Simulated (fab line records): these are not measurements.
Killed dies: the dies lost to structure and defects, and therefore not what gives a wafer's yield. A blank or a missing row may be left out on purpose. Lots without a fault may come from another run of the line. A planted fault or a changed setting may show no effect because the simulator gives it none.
A single fault, viewed from 2 desks + flow n5_finfet + each desk has only its own numbers; what lay behind them comes last

## TOOL OWNER'S DESK, ald_metal-03
The tool's own readings at N5_BEOL_M11_ALD_74 (deposits TaN, target thk 2 nm, pulse time 2 s, purge time 3 s): means of the sampled wafers that have a number, for each lot that ran on this tool. Marked OUT: a lot whose mean sits more than 4 standard deviations from the usual mean, which makes it out of limits; the brackets give that distance.
Columns: A = heater_power_w at N5_BEOL_M11_ALD_74, usual 423 W
| lot  | first seen here | A   |
|------|-----------------|-----|
| L750 | day 10 12:43    | 445 |
| L752 | day 11 07:03    | 458 |
| L753 | day 11 07:32    | 514 |
| L755 | day 12 03:00    | 438 |
| L760 | day 14 12:20    | 343 |
| L765 | day 14 12:56    | 445 |
This desk's verdict: no lot among the 6 shows anything out of limits.

## FROM THE METROLOGY DESK
What the gauges read, lot by lot, whatever tool the lot ran on: means of the sampled wafers that have a number. Marked OUT: a lot whose mean sits more than 4 standard deviations from the usual mean, which makes it out of limits; the brackets give that distance.
Columns: A = cd_nm at N5_BEOL_M11_CD_MEAS_11, usual 63.6 nm
| lot  | first seen here | A    |
|------|-----------------|------|
| L750 | day 10 09:14    | 64.5 |
| L752 | day 11 03:03    | 63.0 |
| L753 | day 11 03:13    | 63.2 |
| L755 | day 12 00:29    | 63.8 |
| L756 | day 12 08:16    | 63.9 |
| L765 | day 14 05:04    | 63.8 |
| L760 | day 14 05:36    | 63.3 |
| L770 | day 16 12:28    | 63.2 |
| L771 | day 16 12:42    | 63.8 |
| L772 | day 16 18:50    | 62.6 |
| L773 | day 16 20:23    | 64.2 |
This desk's verdict: no lot among the 11 shows anything out of limits.

## PUT TOGETHER
The desk of the tool owner found nothing out of limits.
From the metrology desk's view, nothing was out of limits.

## WHAT THE SIMULATOR PUT IN
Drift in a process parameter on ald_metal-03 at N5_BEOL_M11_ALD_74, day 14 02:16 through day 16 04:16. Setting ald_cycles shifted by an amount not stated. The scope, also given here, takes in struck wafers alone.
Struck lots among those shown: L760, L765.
